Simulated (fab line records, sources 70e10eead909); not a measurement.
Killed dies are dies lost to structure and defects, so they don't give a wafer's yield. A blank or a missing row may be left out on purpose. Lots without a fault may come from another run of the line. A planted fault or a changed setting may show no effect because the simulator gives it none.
Which tool did it? | flow nand_harc | 6 lots, 18 wafers sampled, at 5 steps of a route of 1302

WHAT THE GAUGES READ, wafer by wafer
NHARC_END_SORT_01.
lot  | measured     | on        | killed_at_array
L412 | day 31 14:28 | prober-02 | 57 69 649

WHICH TOOL RAN EACH LOT (tool, then ch and the chambers of the sampled wafers, then the start)
lot  | NHARC_A_SGD_CUT_DEP_00          | NHARC_THIN_TSV_STRIP_45              | NHARC_THIN_TSV_ETCHBACK_48         | NHARC_THIN_TSV_PRE_CLEAN_54
L400 | pecvd-03 ch 0,1, day 20 13:13   | plasma_asher-01 ch 1, day 25 00:27   | rie_diel-13 ch 0,1,2, day 25 01:39 | pvd_sputter-03, day 25 04:17
L403 | pecvd-03 ch 1,2, day 21 20:53   | plasma_asher-01 ch 0,1, day 26 13:37 | rie_diel-13 ch 0,1, day 26 14:49   | pvd_sputter-01, day 26 17:24
L405 | pecvd-01 ch 0,2, day 23 09:34   | plasma_asher-01 ch 0,1, day 28 01:02 | rie_diel-09 ch 1,3, day 28 02:15   | pvd_sputter-01, day 28 04:53
L407 | pecvd-04 ch 0,1,2, day 23 15:17 | plasma_asher-01 ch 0,1, day 28 06:02 | rie_diel-13 ch 0,1,2, day 28 07:17 | pvd_sputter-02, day 28 09:50
L409 | pecvd-03 ch 0,1, day 25 06:14   | plasma_asher-02 ch 0,1, day 29 20:09 | rie_diel-13 ch 0,2,3, day 29 21:21 | pvd_sputter-01, day 29 23:58
L412 | pecvd-03 ch 0,1,2, day 26 08:29 | plasma_asher-02 ch 0,1, day 30 22:08 | rie_diel-09 ch 2,3, day 30 23:17   | pvd_sputter-01, day 31 01:50
- NHARC_A_SGD_CUT_DEP_00: deposits SiNx, target thk 50 nm.
- NHARC_THIN_TSV_STRIP_45: strips in O2.
- NHARC_THIN_TSV_ETCHBACK_48: etches the open film in C4F8/Ar, target depth 1028.5 nm, time 405.17 s.
- NHARC_THIN_TSV_PRE_CLEAN_54: time 30 s.

THE ANSWER, worked out from the rows above alone
Rule: what is usual is taken from the lots themselves. Put in order of their means at a reading, lots are off if they are a third of the lots or fewer, leave a main group of 4 or more, and stand apart from it by a gap of 3 or more times the standard deviation of the main group's means; of several such gaps the widest counts. A main group whose means are all the same, to the digits that the tables above print for the reading, isn't used. A lot without any number at a reading at which 4 lots or more have one is off too. The other lots that the step has rows for count as sound.
No lot is off at any reading shown: from this, nothing can be told.

WHAT THE SIMULATOR HAD PUT IN
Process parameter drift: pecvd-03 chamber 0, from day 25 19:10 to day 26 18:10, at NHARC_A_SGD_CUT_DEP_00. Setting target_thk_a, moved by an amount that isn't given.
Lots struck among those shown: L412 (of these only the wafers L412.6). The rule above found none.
